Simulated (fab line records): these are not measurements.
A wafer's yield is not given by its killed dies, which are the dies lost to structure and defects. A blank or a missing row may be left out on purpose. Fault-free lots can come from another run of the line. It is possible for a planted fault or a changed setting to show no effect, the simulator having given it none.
Chamber matching + flow n5 finfet + 4 sister chambers for N5_BEOL_M11_ETCH_66 on rie diel-03
The step etches SOC in N2/H2, target depth 120 nm, overetch 24 nm, time 180 s. 4 wafers are shown with their chamber, then 9 later ones without.

## WAFERS WITH THEIR CHAMBER
| wafer  | chamber | throttle valve pct (%) |
|--------|---------|------------------------|
| L086.5 | 1       | 18.06                  |
| L085.1 | 0       | 17.83                  |
| L088.1 | 3       | 17.38                  |
| L088.6 | 2       | 17.63                  |

## WAFERS MISSING THEIR CHAMBER
| wafer  | throttle valve pct (%) |
|--------|------------------------|
| L091.1 | 18.11                  |
| L091.5 | 17.39                  |
| L091.6 | 17.84                  |
| L093.2 | 17.85                  |
| L093.4 | 17.64                  |
| L093.5 | 17.64                  |
| L097.4 | 17.66                  |
| L097.5 | 17.41                  |
| L097.6 | 17.66                  |

## CHAMBER TAKEN BY EACH
| wafer  | from the rows above | in truth |
|--------|---------------------|----------|
| L091.1 | 1                   | 1        |
| L091.5 | 3                   | 3        |
| L091.6 | 0                   | 0        |
| L093.2 | 0                   | 0        |
| L093.4 | 2                   | 2        |
| L093.5 | 2                   | 2        |
| L097.4 | 2                   | 2        |
| L097.5 | 3                   | 3        |
| L097.6 | 2                   | 2        |
Placed correctly: 9 of 9. Can't be placed from these rows: 0. Wrongly placed: 0.
How it was worked out, from the rows above alone: a wafer's distance from a chamber is the root of the sum, over the readings, of the square of ((its reading less the chamber's mean) divided by the reading's scatter). The wafer belongs to the nearest chamber; if the next one is less than 2 further off, it can't be placed. The mean given for a chamber averages the wafers shown for that chamber. The scatter: root of mean squared gap, hidden wafer to nearest shown wafer, with one shown wafer a chamber.
